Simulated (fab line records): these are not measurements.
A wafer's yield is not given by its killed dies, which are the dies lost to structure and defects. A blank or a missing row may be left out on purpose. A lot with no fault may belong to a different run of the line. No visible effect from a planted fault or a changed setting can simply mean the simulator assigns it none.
fab line records    flow nand-harc
[record] lots = 13  wafers = 39  last-day = 33
route steps=1302 shown A_M0@1168 A_M1@1180
lots with no fault: from the same line, run without faults
start-h: hours from the record's first day to the start of the lot's first wafer shown    wait-h: time in hours since the lot's previous step    " repeats the value in the row above    L1.1+2: one row covering several wafers at once    - value missing, or start not given    * or withheld: withheld    < > ~ a bound
route shown NAME@n: NAME is a module with steps in the file, n the number in the route of the first one    usual: mean and standard deviation over wafers with no fault    same: alike in all rows    chamber/n: place in a boat    sites: the reading at each site    _std_site: standard deviation across them    _edge_site: inner sites' mean taken away from outer sites' mean    radius-mm: how far each site lies from the wafer's centre    mask NAME#n: copy n    behind: the last tool/chamber to shape the wafer    hold: reason for holding the lot/hours on hold/outcome of the hold    device: transistor that didn't switch, given as n, p or np    end of line: the route-end tests of the same wafers    step lacking rows: just its recipe    killed: dies lost to structure and defects at the first sort, not the wafer's yield    map: shows each die of a wafer: x if killed, . if not, _ if none is there
set.NAME: the setting that was run; set.NAME@STEP: the one run at that earlier step    model.NAME: the simulator's own value behind a step, which no gauge read
route steps across a sampled set of lots; one table per step, one row per wafer
services: the hour from which a tool's chamber was out of use, counted from the record's first day as start-h (under 0 if before that day), plus the number of hours and why
[[steps]]
[step NHARC_A_M0_DEP_32]
[recipe] target-thk-a = 300  temp-c = 370  target-thk-nm = 30  pressure-torr = 3  flow-sccm = 200  rf-w = 450  material = SiCN
[usual] heater-power-outer-w = 321/69  heater-power-w = 569/110  susceptor-temp-C = 370.02/0.22
lot.wafer  tool      chamber  start-h  wait-h  heater-power-outer-w  heater-power-w  susceptor-temp-C
L847.1     pecvd-03  1        531.91   0.1     371                   621             370.35
L847.5     "         2        "        "       257                   447             370.13
L847.6     "         1        "        "       368                   629             370.22
L848.1     pecvd-03  1        542.70   0.1     348                   630             370.02
L848.6     "         1        "        "       359                   614             369.93
L848.5     "         2        "        "       201                   358             369.87
L850.1     pecvd-04  0        551.23   0.1     326                   596             370.18
L850.6     "         0        "        "       333                   605             370.10
L850.4     "         1        "        "       288                   540             370.01
L849.3     pecvd-04  2        556.79   0.1     269                   509             370.00
L849.6     "         1        "        "       315                   557             370.56
L849.5     "         2        "        "       267                   526             369.90
L852.1     pecvd-01  0        562.08   0.1     362                   587             369.41
L852.2     "         1        "        "       323                   505             369.93
L852.5     "         1        "        "       321                   538             369.85
L851.1     pecvd-04  0        564.82   0.1     319                   579             369.98
L851.5     "         0        "        "       325                   592             369.92
L851.4     "         1        "        "       281                   509             369.62
L853.3     pecvd-03  0        579.16   0.1     461                   812             370.22
L853.2     "         1        "        "       360                   630             370.25
L853.4     "         1        "        "       373                   624             370.29
L854.3     pecvd-03  0        610.38   0.1     433                   755             369.89
L854.6     "         0        "        "       437                   757             369.78
L854.4     "         1        "        "       320                   573             370.02
L861.2     pecvd-03  0        672.42   0.1     420                   754             369.84
L861.5     "         0        "        "       431                   751             369.76
L861.4     "         1        "        "       348                   601             370.33
L864.1     pecvd-04  0        678.74   0.1     363                   649             370.15
L864.3     "         1        "        "       292                   524             369.67
L864.6     "         2        "        "       237                   474             369.81
L866.1     pecvd-01  2        707.44   0.1     334                   592             370.00
L866.2     "         0        "        "       370                   614             370.09
L866.3     "         1        "        "       300                   503             370.24
L869.3     pecvd-04  1        744.75   0.1     273                   508             370.02
L869.4     "         2        "        "       210                   437             370.04
L869.5     "         0        "        "       399                   714             369.94
L870.5     pecvd-04  1        745.87   0.2     233                   444             369.97
L870.4     "         2        "        "       218                   451             370.11
L870.6     "         0        "        "       316                   595             369.85
[step NHARC_A_M1_OVL_MEAS_10]
[recipe] pitch-nm = 240
[usual] overlay-x-nm = 0.0/0.89  overlay-y-nm = 0.0/0.7
lot.wafer  tool        chamber  start-h  wait-h  overlay-x-nm  overlay-y-nm
L847.1     overlay-02  -        533.16   -       0.8           0.2
L847.5     "           -        "        "       0.5           -0.1
L847.6     "           -        "        "       0.3           0.2
L848.1     overlay-02  -        543.90   -       1.1           -1.7
L848.5     "           -        "        "       1.3           -2.0
L848.6     "           -        "        "       1.4           -1.5
L850.1     overlay-02  -        552.56   -       -0.3          0.3
L850.4     "           -        "        "       -0.2          -0.2
L850.6     "           -        "        "       -0.1          0.6
L849.3     overlay-01  -        557.94   -       0.3           0.5
L849.5     "           -        "        "       0.2           0.4
L849.6     "           -        "        "       -0.3          1.2
L852.1     overlay-01  -        563.42   -       -0.1          1.1
L852.2     "           -        "        "       0.5           1.1
L852.5     "           -        "        "       -0.6          0.1
L851.1     overlay-01  -        566.03   -       0.2           -1.2
L851.4     "           -        "        "       0.0           -0.3
L851.5     "           -        "        "       -0.2          -1.1
L853.2     overlay-01  -        580.30   -       -0.6          0.7
L853.3     "           -        "        "       -0.4          -0.2
L853.4     "           -        "        "       -0.1          0.1
L854.3     overlay-01  -        611.71   -       1.6           0.2
L854.4     "           -        "        "       1.8           0.5
L854.6     "           -        "        "       1.9           -0.2
L861.2     overlay-01  -        673.75   -       -0.6          -0.3
L861.4     "           -        "        "       0.1           0.1
L861.5     "           -        "        "       0.3           -0.3
L864.1     overlay-01  -        679.90   -       -0.5          -0.3
L864.3     "           -        "        "       -0.1          -0.5
L864.6     "           -        "        "       -1.0          -0.6
L866.1     overlay-02  -        708.65   -       0.5           1.1
L866.2     "           -        "        "       0.9           1.0
L866.3     "           -        "        "       1.2           0.7
L869.3     overlay-02  -        745.87   -       0.3           0.2
L869.4     "           -        "        "       0.3           0.0
L869.5     "           -        "        "       0.6           0.5
L870.4     overlay-02  -        747.08   -       -0.7          1.1
L870.5     "           -        "        "       -1.2          0.7
L870.6     "           -        "        "       -0.6          0.9
[step NHARC_A_M1_ETCH_15]
[recipe] target-depth-a = 1825  time-s = 91.2  c4f8-flow-sccm = withheld  ar-flow-sccm = 400  rf-w = 600  bias-w = 300  chemistry = C4F8/Ar
[usual] chamber-pressure-mTorr = 25.000/0.023  oes-product-au = 0.955/0.022  rf-vpp-V = 441.2/2.2  run-length-s = 112.5/0.38
lot.wafer  tool         chamber  start-h  wait-h  chamber-pressure-mTorr  oes-product-au  rf-hours-counter-h  rf-vpp-V  run-length-s
L847.1     rie-diel-09  0        -        -       25.014                  0.954           0.9                 441.8     112.6
L847.6     "            1        "        "       24.983                  0.950           -                   437.6     113.2
L847.5     "            2        "        "       25.005                  0.939           -                   438.8     112.3
L848.1     rie-diel-12  1        -        -       24.985                  0.989           2.4                 441.3     112.6
L848.6     "            0        "        "       25.012                  0.957           -                   437.6     112.6
L848.5     "            1        "        "       25.055                  0.997           -                   442.0     112.7
L850.4     rie-diel-04  3        -        -       24.994                  0.986           1.1                 445.0     112.3
L850.1     "            0        "        "       25.008                  0.964           0.9                 442.9     112.1
L850.6     "            1        "        "       24.988                  0.953           -                   444.9     111.9
L849.3     rie-diel-12  2        -        -       25.043                  0.970           3.0                 440.5     112.1
L849.5     "            1        "        "       25.034                  0.985           -                   443.2     112.5
L849.6     "            2        "        "       25.011                  0.977           -                   442.8     112.3
L852.1     rie-diel-04  2        -        -       25.017                  0.953           1.2                 440.9     112.6
L852.2     "            0        "        "       25.037                  0.977           1.2                 443.4     112.0
L852.5     "            2        "        "       25.025                  0.968           -                   440.8     112.7
L851.1     rie-diel-12  3        -        -       24.985                  0.980           3.0                 441.0     112.4
L851.4     "            0        "        "       25.019                  0.955           3.1                 437.2     113.0
L851.5     "            2        "        "       25.034                  0.979           -                   441.5     112.2
L853.3     rie-diel-04  0        -        -       24.976                  0.962           2.1                 442.9     112.4
L853.4     "            1        "        "       25.010                  0.954           2.1                 443.8     112.5
L853.2     "            2        "        "       25.023                  0.973           2.8                 440.8     112.8
L854.4     rie-diel-12  3        -        -       24.991                  0.930           3.7                 440.8     112.3
L854.3     "            1        "        "       25.005                  0.933           4.1                 442.4     113.0
L854.6     "            3        "        "       24.975                  0.923           -                   439.3     112.0
L861.2     rie-diel-12  3        -        -       25.011                  0.946           1.3                 438.4     112.4
L861.4     "            1        "        "       24.988                  0.982           1.2                 441.9     112.6
L861.5     "            2        "        "       25.023                  0.969           -                   440.5     112.2
L864.1     rie-diel-04  0        -        -       24.998                  0.964           7.5                 445.4     111.9
L864.3     "            1        "        "       24.959                  0.966           6.6                 443.8     112.0
L864.6     "            3        "        "       24.994                  0.984           -                   442.9     112.5
L866.3     rie-diel-09  3        -        -       24.987                  0.924           1.4                 440.5     112.5
L866.2     "            0        "        "       25.031                  0.922           2.0                 441.8     112.6
L866.1     "            1        "        "       25.011                  0.942           1.8                 438.2     112.7
L869.3     rie-diel-04  1        -        -       25.039                  0.919           1.2                 443.3     112.0
L869.4     "            0        "        "       25.010                  0.910           1.0                 443.8     111.9
L869.5     "            1        "        "       25.044                  0.911           -                   444.8     112.2
L870.4     rie-diel-09  3        -        -       24.977                  0.943           2.6                 439.1     112.5
L870.5     "            3        "        "       25.003                  0.935           -                   441.0     113.1
L870.6     "            0        "        "       25.022                  0.973           -                   440.3     112.6
[step NHARC_A_M1_ETCH_28]
[recipe] target-depth-a = 300  over-etch-frac = 0.3  time-s = 72.99  ion-energy-ev = 150  cf4-flow-sccm = 50  n2-flow-sccm = 100  ar-flow-sccm = 150  rf-w = 300  bias-w = 100  chemistry = CF4/N2
[usual] cf4-flow-sccm = 49.98/0.17  chamber-pressure-mTorr = 30.000/0.027  drypump-motor-current-A = 5.7/0.45  oes-product-au = 0.999/0.01  rf-vpp-V = 314.5/1.7  run-length-s = 94.3/0.4  showerhead-plenum-p-Torr = 2.64/0.093  throttle-valve-pct = 19.794/0.0091
lot.wafer  tool         chamber  start-h  wait-h  cf4-flow-sccm  chamber-pressure-mTorr  drypump-motor-current-A  oes-product-au  rf-hours-counter-h  rf-vpp-V  run-length-s  showerhead-plenum-p-Torr  throttle-valve-pct
L847.1     rie-diel-12  2        533.88   -       50.08          30.000                  6.4                      1.006           2.3                 314.3     94.1          2.64                      19.801
L847.5     "            2        "        "       49.86          29.979                  6.4                      1.003           -                   315.2     93.8          2.64                      19.782
L847.6     "            3        "        "       50.07          29.940                  5.2                      1.001           -                   313.8     93.8          2.57                      19.788
L848.1     rie-diel-04  3        544.64   -       50.15          30.020                  5.8                      1.001           0.7                 317.3     94.7          2.76                      19.806
L848.5     "            0        "        "       49.85          29.989                  6.5                      0.996           -                   314.9     93.9          2.74                      19.799
L848.6     "            1        "        "       50.19          29.988                  5.7                      0.983           -                   316.3     93.7          2.76                      19.798
L850.4     rie-diel-09  0        553.28   -       49.89          30.000                  5.5                      1.002           2.6                 316.7     94.4          2.70                      19.808
L850.1     "            2        "        "       49.84          30.012                  5.7                      0.987           3.8                 314.9     94.2          2.54                      19.807
L850.6     "            0        "        "       49.92          30.000                  5.5                      1.002           -                   316.8     94.5          2.70                      19.814
L849.3     rie-diel-09  0        558.65   -       50.01          29.967                  5.5                      1.005           2.7                 316.2     94.6          2.70                      19.785
L849.6     "            0        "        "       49.84          30.020                  5.5                      1.001           -                   316.4     94.5          2.70                      19.799
L849.5     "            1        "        "       49.45          29.995                  5.8                      0.998           -                   310.7     95.0          2.50                      19.804
L852.1     rie-diel-12  1        564.13   -       50.02          30.005                  5.1                      1.017           3.2                 316.5     94.7          2.70                      19.789
L852.2     "            3        "        "       50.07          29.984                  5.2                      1.004           3.0                 311.4     94.0          2.57                      19.788
L852.5     "            2        "        "       49.80          29.994                  6.4                      1.008           -                   313.4     93.7          2.64                      19.804
L851.1     rie-diel-09  0        566.75   -       50.20          30.052                  5.4                      0.994           2.8                 315.0     94.7          2.70                      19.787
L851.4     "            1        "        "       49.89          29.996                  5.8                      1.001           2.8                 312.6     94.5          2.50                      19.797
L851.5     "            0        "        "       50.05          29.992                  5.5                      0.990           -                   314.7     94.3          2.70                      19.780
L853.2     rie-diel-12  1        581.02   -       49.87          30.046                  5.1                      1.020           3.7                 315.9     94.3          2.70                      19.789
L853.4     "            2        "        "       50.00          30.011                  6.4                      1.017           3.5                 314.7     93.8          2.64                      19.788
L853.3     "            0        "        "       50.00          29.930                  6.3                      1.008           3.4                 312.7     95.0          2.49                      19.802
L854.3     rie-diel-09  3        612.42   -       49.70          30.014                  5.0                      1.004           6.6                 313.1     94.8          2.60                      19.785
L854.4     "            2        "        "       50.04          29.944                  5.7                      0.982           7.4                 314.0     94.1          2.54                      19.801
L854.6     "            0        "        "       49.83          29.947                  5.5                      1.000           -                   316.3     95.1          2.70                      19.793
L861.2     rie-diel-04  0        674.47   -       50.21          30.014                  6.5                      0.985           6.4                 316.4     71.8          2.74                      19.804
L861.4     "            1        "        "       50.02          30.024                  5.7                      0.997           5.2                 317.9     71.9          2.76                      19.770
L861.5     "            1        "        "       49.82          29.961                  5.7                      0.992           -                   314.7     93.7          2.76                      19.790
L864.1     rie-diel-04  1        680.66   -       50.15          29.999                  5.8                      0.995           6.6                 314.9     71.9          2.76                      19.791
L864.3     "            3        "        "       49.89          30.021                  5.8                      1.001           9.0                 315.9     93.9          2.76                      19.797
L864.6     "            2        "        "       50.10          29.990                  5.5                      0.981           -                   315.0     94.9          2.61                      19.805
L866.3     rie-diel-12  2        709.36   -       50.17          29.978                  6.4                      1.002           2.1                 313.5     94.0          2.63                      19.792
L866.2     "            3        "        "       49.86          29.999                  5.2                      1.002           2.3                 313.9     93.7          2.57                      19.789
L866.1     "            0        "        "       49.99          29.955                  6.3                      1.008           2.4                 312.2     94.4          2.48                      19.791
L869.4     rie-diel-09  1        746.59   -       49.93          30.023                  5.8                      1.012           5.0                 312.8     94.7          2.50                      19.787
L869.3     "            3        "        "       50.11          30.027                  5.1                      0.995           2.6                 313.9     94.2          2.60                      19.810
L869.5     "            1        "        "       49.83          30.002                  5.8                      1.007           -                   313.0     95.3          2.50                      19.809
L870.4     rie-diel-09  2        747.80   -       50.18          29.967                  5.7                      0.994           4.2                 312.8     94.2          2.54                      19.783
L870.5     "            1        "        "       50.05          30.060                  5.8                      1.019           -                   312.5     94.5          2.50                      19.803
L870.6     "            2        "        "       50.31          29.982                  5.7                      0.995           -                   312.1     93.9          2.54                      19.787
[[services]]
tool         chamber  start-h  hours  kind
pecvd-04     -        517.48   0.6    repair
rie-diel-12  0        527.92   -      clean
rie-diel-04  -        531.90   9.0    pm
rie-diel-12  2        545.47   1.6    repair
pecvd-03     -        547.01   13.0   pm
rie-diel-04  -        555.64   0.2    repair
pecvd-04     -        572.33   1.0    repair
rie-diel-04  -        578.71   1.6    repair
pecvd-04     -        598.19   0.7    repair
rie-diel-04  1        619.84   7.8    repair
rie-diel-12  -        622.42   9.0    pm
rie-diel-09  1        623.95   20.0   repair
pecvd-04     -        631.02   13.0   pm
rie-diel-04  0        651.70   3.0    repair
rie-diel-04  1        651.77   5.4    repair
rie-diel-04  0        665.16   3.0    repair
pecvd-01     -        673.27   13.0   pm
rie-diel-09  -        674.97   9.0    pm
pecvd-03     -        704.44   0.2    repair
rie-diel-04  -        708.90   9.0    pm
pecvd-03     -        728.01   13.0   pm
pecvd-04     -        730.86   0.4    repair
rie-diel-09  3        731.70   13.8   repair
pecvd-03     -        745.51   3.2    repair
[[key]]
[first-sign] step = NHARC_A_M1_ETCH_28  reading = run-length-s  direction = down  sigmas = 56  usual = *  struck = *
effect none on later readings
met-at NHARC_A_M1_ETCH_28
struck-lots L861,L864
struck-wafers L861.2,L861.4,L864.1
sort-left-out L861.2,L861.4,L864.1
not-acting-at NHARC_A_M0_DEP_32,NHARC_A_M1_OVL_MEAS_10,NHARC_A_M1_ETCH_15
onset-between 544.64 674.47
[fault] kind = process-parameter-drift  tool = rie-diel-04  chamber = -  onset-h = 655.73  steps = NHARC_A_M1_ETCH_28  channel = time-s  offset = *  shape = step  end-h = 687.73  scope = struck-wafers-only  acts-in = *  stated = *
// sort-left-out: the simulated sort isn't trusted on such a fault, so these wafers' sort isn't shown, and their yield isn't known
